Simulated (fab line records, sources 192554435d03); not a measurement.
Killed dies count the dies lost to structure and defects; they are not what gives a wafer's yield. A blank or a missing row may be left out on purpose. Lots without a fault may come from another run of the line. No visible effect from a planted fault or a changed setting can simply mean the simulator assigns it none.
Split-lot study + flow n5 finfet + route with 1938 steps; 7 lots, 21 wafers read

ABOUT THE SPLIT
At N5_BEOL_M14_TRENCH_ETCH_34 (etches SiO2 in C4F8/O2/Ar, target depth 556.65 nm, time 126.9 s), the setting time s was moved away from the recipe's 126.9 s on 7 of the 21 wafers read, by -8.7% to +18.1%. For the rest of the wafers, this setting stayed at what the recipe calls for.

FROM THE SPLIT TO THE READING: what the file shows between them, 10 steps
- N5_BEOL_M14_STRIP_70: strips in C4F8/O2/Ar
- N5_BEOL_M14_OCD_MEAS_35
- N5_BEOL_M14_STRIP_37: strips in O2
- N5_BEOL_M14_ETCH_38: etches SiCN in CF4/N2, target depth 106.5 nm, time 120.6 s
- N5_BEOL_M14_ECD_47: material Cu, target thk 1248 nm
- N5_BEOL_M14_ANNEAL_48: time 90 s
- N5_BEOL_M14_CMP_49: polishes, stops on SiO2, t overpolish 5.2 s, target thk 560 nm
- N5_BEOL_M14_THK_MEAS_50: measures by xrf
- N5_BEOL_M14_PRE_CLEAN_52: time 15 s
- N5_BEOL_M14_DEP_53: deposits SiCN from 3MS/NH3, target thk 50 nm, time 17.8 s

THE READING
Measured at N5_BEOL_M14_RS_MEAS_54 by four-point probe: M14_RS, in ohm/sq. On this fab line, fault-free wafers typically give 0.0335 ohm/sq with a standard deviation of 0.0012 ohm/sq.

| wafer  | tool, chamber at the split | time s as run, s | against the recipe | M14_RS, ohm/sq | against lot-mates on the recipe |
|--------|----------------------------|------------------|--------------------|----------------|---------------------------------|
| L074.2 | rie diel-02, 2             | 149.9            | +18.1%             | 0.0290         | -0.0055                         |
| L074.4 | rie diel-02, 1             | 149.9            | +18.1%             | 0.0283         | -0.0062                         |
| L074.5 | rie diel-02, 2             | 126.9            | recipe             | 0.0345         | -                               |
| L079.1 | rie diel-06, 3             | 126.9            | recipe             | 0.0331         | -                               |
| L079.2 | rie diel-06, 2             | 139.1            | +9.6%              | 0.0291         | -0.0040                         |
| L079.5 | rie diel-06, 0             | 139.1            | +9.6%              | 0.0301         | -0.0030                         |
| L084.4 | rie diel-02, 1             | 115.9            | -8.7%              | 0.0369         | +0.0056                         |
| L084.5 | rie diel-02, 0             | 126.9            | recipe             | 0.0313         | -                               |
| L084.6 | rie diel-02, 2             | 115.9            | -8.7%              | 0.0372         | +0.0059                         |
| L086.4 | rie diel-06, 2             | 126.9            | recipe             | 0.0326         | -                               |
| L086.5 | rie diel-06, 3             | 126.9            | recipe             | 0.0334         | -                               |
| L086.6 | rie diel-06, 2             | 126.9            | recipe             | 0.0322         | -                               |
| L093.1 | rie diel-06, 2             | 126.9            | recipe             | 0.0326         | -                               |
| L093.4 | rie diel-06, 3             | 126.9            | recipe             | 0.0335         | -                               |
| L093.5 | rie diel-06, 3             | 126.9            | recipe             | 0.0334         | -                               |
| L089.3 | rie diel-05, 2             | 126.9            | recipe             | 0.0362         | -                               |
| L089.4 | rie diel-05, 0             | 144.1            | +13.6%             | 0.0304         | -0.0042                         |
| L089.6 | rie diel-05, 1             | 126.9            | recipe             | 0.0330         | -                               |
| L096.1 | rie diel-05, 2             | 126.9            | recipe             | 0.0360         | -                               |
| L096.2 | rie diel-05, 1             | 126.9            | recipe             | 0.0324         | -                               |
| L096.6 | rie diel-05, 3             | 126.9            | recipe             | 0.0346         | -                               |

FIT RESULTS
A straight line over all 21 wafers: M14_RS changes by -0.000306 ohm/sq for each +1% of time s; r = -0.87; the points scatter about the line by 0.0013 ohm/sq.
The same after taking each lot's own level away (the mean of its wafers on the recipe; 21 wafers): -0.000389 ohm/sq for each +1%; r = -0.93; scatter 0.0012 ohm/sq.
According to that fit, moving time s by its largest amount changes the reading by 0.0071 ohm/sq.
The span of the lots' own levels, 0.03130 to 0.03460 ohm/sq, comes to 2.8 times the standard deviation stated above.
So the slope is not independent of the lot-to-lot level: the two fits are not the same.
Check: -0.00708 ohm/sq against its lot-mates is what the line predicts for one of the wafers moved furthest among these (+18.1%) when that wafer is left out of the fit. Against them it came out at -0.0055 ohm/sq.

THE OTHER SPLITS THESE WAFERS WENT THROUGH
These wafers also went through other splits before the reading. Each is held against what the fit with the lots' levels taken away leaves over:
| other split on the same wafers | wafers away from the commonest value | r with M14_RS (lot level and that fit taken away) |
|--------------------------------|--------------------------------------|---------------------------------------------------|
| N5_BEOL_M14_PEB_08 peb temp c  | 5                                    | -0.28                                             |

THE WHOLE CHAIN: every reading that the file lists as answering this split, in the file's order
| step                       | what it does                                                    | reading                                                                       | change (the file's fit)               | r (the file's) |
|----------------------------|-----------------------------------------------------------------|-------------------------------------------------------------------------------|---------------------------------------|----------------|
| N5_BEOL_M14_TRENCH_ETCH_34 | etches SiO2 in C4F8/O2/Ar, target depth 556.65 nm, time 126.9 s | etch.depth nm (the simulator's own value, which no gauge read)                | +6.26 nm for each +1% of the setting  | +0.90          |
| N5_BEOL_M14_OCD_MEAS_35    |                                                                 | trench depth nm                                                               | +6.29 nm for each +1% of the setting  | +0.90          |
| N5_BEOL_M14_CMP_49         | polishes, stops on SiO2, t overpolish 5.2 s, target thk 560 nm  | Cu_of_BEOL_M14_ECD_47.thk nm (the simulator's own value, which no gauge read) | +6.3 nm for each +1% of the setting   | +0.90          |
| N5_BEOL_M14_THK_MEAS_50    | measures by xrf                                                 | M14_THK                                                                       | +6.35 for each +1% of the setting     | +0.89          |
| N5_BEOL_M14_RS_MEAS_54     | measures by four-point-probe                                    | M14_RS                                                                        | -0.000361 for each +1% of the setting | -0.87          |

FILE'S OWN FIT
M14_RS changes by -0.000361 ohm/sq for each +1% of time s, r = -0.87.
